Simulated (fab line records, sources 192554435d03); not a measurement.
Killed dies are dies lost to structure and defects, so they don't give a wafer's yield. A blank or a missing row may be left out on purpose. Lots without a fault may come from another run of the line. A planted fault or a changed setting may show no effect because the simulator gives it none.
One fault seen from 3 desks | flow n5_finfet | each desk has only its own numbers; what lay behind them comes last

THE TOOL OWNER'S DESK: pecvd-04
The tool's own readings at N5_BEOL_M10_ILD_DEP_00 (deposits SiCOH lowk from DEMS/porogen, target thk 308.51 nm, time 58 s): means of the sampled wafers that have a number, for each lot that ran on this tool. A lot is out of limits, marked OUT, if its mean lies more than 4 standard deviations from the usual mean; the brackets give that distance.
Columns: A = heater_power_w at N5_BEOL_M10_ILD_DEP_00, usual 331 W; B = showerhead_plenum_p_Torr at N5_BEOL_M10_ILD_DEP_00, usual 5.740 Torr; C = throttle_valve_pct at N5_BEOL_M10_ILD_DEP_00, usual 14.3 %
lot  | first seen here | A   | B     | C
L102 | day 12 06:53    | 328 | 5.718 | 14.8
L106 | day 13 09:52    | 335 | 5.723 | 14.7
L105 | day 14 03:34    | 317 | 5.721 | 14.8
L120 | day 17 05:45    | 298 | 5.738 | 14.0
This desk's finding: nothing out of limits on any of the 4 lots.

THE DEFECT DESK
What the inspections along the route counted, lot by lot: means of the sampled wafers that have a number. A lot is out of limits, marked OUT, if its mean lies more than 4 standard deviations from the usual mean; the brackets give that distance.
Columns: A = raw_defect_count at N5_BEOL_M9_INSPECT_30, usual 427
lot  | first seen here | A
L102 | day 12 03:28    | 540
L100 | day 12 06:41    | 414
L101 | day 12 10:02    | 503
L107 | day 13 03:11    | 370
L106 | day 13 06:47    | 535
L104 | day 13 13:15    | 392
L105 | day 14 00:16    | 383
L108 | day 14 04:28    | 466
L120 | day 17 02:58    | 375
L121 | day 17 11:28    | 398
This desk's finding: nothing out of limits on any of the 10 lots.

THE METROLOGY DESK
What the gauges read, lot by lot, whatever tool the lot ran on: means of the sampled wafers that have a number. A lot is out of limits, marked OUT, if its mean lies more than 4 standard deviations from the usual mean; the brackets give that distance. Of its 11 readings 7 are shown: the one that was out of limits first, and those that lie furthest out on some lot.
Columns: A = DIBL_P at N5_BEOL_M4_RC_MEAS_101, usual 36.6 mV/V; B = IOFF_N at N5_BEOL_M4_RC_MEAS_101, usual 0.17 nA/um; C = IOFF_P at N5_BEOL_M4_RC_MEAS_101, usual 0.21 nA/um; D = ION_N at N5_BEOL_M4_RC_MEAS_101, usual 674 uA/um; E = VT_N at N5_BEOL_M4_RC_MEAS_101, usual 250 mV; F = VT_P at N5_BEOL_M4_RC_MEAS_101, usual -250 mV; G = M10_ILD_THK at N5_BEOL_M10_THK_MEAS_01, usual 269 nm
lot  | first seen here | A    | B    | C    | D   | E   | F    | G
L102 | day 10 06:04    | 37.7 | 0.24 | 0.29 | 696 | 244 | -245 | 270
L100 | day 10 08:25    | 35.8 | 0.15 | 0.20 | 678 | 252 | -253 | 268
L101 | day 10 11:35    | 40.3 | 0.19 | 0.24 | 686 | 247 | -248 | 265
L106 | day 11 10:42    | 34.9 | 0.14 | 0.18 | 657 | 251 | -252 | 266
L107 | day 11 12:14    | 35.4 | 0.17 | 0.21 | 694 | 251 | -252 | 269
L105 | day 11 17:02    | 37.0 | 0.18 | 0.20 | 675 | 248 | -254 | 270
L104 | day 11 21:37    | 37.4 | 0.17 | 0.21 | 675 | 251 | -251 | 268
L108 | day 12 06:16    | 36.2 | 0.14 | 0.20 | 668 | 253 | -249 | 267
L120 | day 15 03:29    | 36.0 | 0.16 | 0.21 | 679 | 250 | -248 | 237 (-7.3) OUT
L121 | day 15 13:25    | 36.7 | 0.14 | 0.18 | 667 | 255 | -255 | 271
This desk's finding: out of limits on L120; first on L120, day 17 07:07 (M10_ILD_THK at N5_BEOL_M10_THK_MEAS_01). In limits: L102, L100, L101, L106, L107, L105, L104, L108, L121.

PUT TOGETHER
The metrology desk could have raised an alarm at day 17 07:07, on L120.
The tool owner's desk saw nothing out of limits.
The defect desk saw nothing out of limits.
The tool owner's desk has L120 on record, within its limits.
The defect desk has L120 on record, within its limits.
Of the lots named, all ran N5_BEOL_M10_ILD_DEP_00 on pecvd-04.

WHAT THE SIMULATOR HAD PUT IN
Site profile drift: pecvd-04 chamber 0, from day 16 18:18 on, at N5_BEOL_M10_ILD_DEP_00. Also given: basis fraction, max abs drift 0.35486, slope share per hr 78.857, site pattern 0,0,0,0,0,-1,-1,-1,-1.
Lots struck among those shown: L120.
Hours from the fault's start to each desk's first reading out of limits: the metrology desk, 13.
